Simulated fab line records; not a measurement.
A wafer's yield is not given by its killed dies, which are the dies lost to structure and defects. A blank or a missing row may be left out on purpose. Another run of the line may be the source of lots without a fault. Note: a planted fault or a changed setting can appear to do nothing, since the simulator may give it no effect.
Chamber matching -- flow nand_harc -- NHARC_A_CHANNEL_HOLE_D1_ETCH_38 on rie_diel-10 has 4 sister chambers
The step etches the open film in CF4, target depth 39 nm, time 65 s. 8 wafers are shown with their chamber, then 9 later ones without.

## WAFERS, EACH WITH ITS CHAMBER
wafer,chamber,showerhead_plenum_p_Torr (Torr),drypump_motor_current_A (A)
L083.2,2,1.84,5.3
L083.3,1,1.86,5.7
L087.2,3,1.66,6.1
L087.4,1,1.85,5.7
L087.6,2,1.84,5.3
L089.2,3,1.66,6.2
L089.4,0,1.87,6.2
L089.5,0,1.87,6.2

## WAFERS WITHOUT THEIR CHAMBER
wafer,showerhead_plenum_p_Torr (Torr),drypump_motor_current_A (A)
L088.1,1.85,5.7
L088.2,1.87,6.3
L088.5,1.84,5.3
L094.1,1.66,6.2
L094.2,1.85,5.7
L094.3,1.84,5.3
L097.2,1.66,6.1
L097.4,1.85,5.7
L097.6,1.87,6.2

## EACH ONE'S CHAMBER
wafer,from the rows above,in truth
L088.1,1,1
L088.2,0,0
L088.5,2,2
L094.1,3,3
L094.2,1,1
L094.3,2,2
L097.2,3,3
L097.4,1,1
L097.6,0,0
Correctly placed: 9 of 9. Number that these rows cannot place: 0. Number placed wrongly: 0.
How it was worked out, from the rows above alone: a wafer's distance from a chamber is the root of the sum, over the readings, of the square of ((its reading less the chamber's mean) divided by the reading's scatter). The wafer belongs to the nearest chamber; if the next one is less than 2 further off, it can't be placed. For every chamber, the mean is computed from those of its wafers that are shown. The scatter: take each reading less its chamber's mean, square it, sum over the shown wafers, divide by the number of wafers less the number of chambers, and take the root.
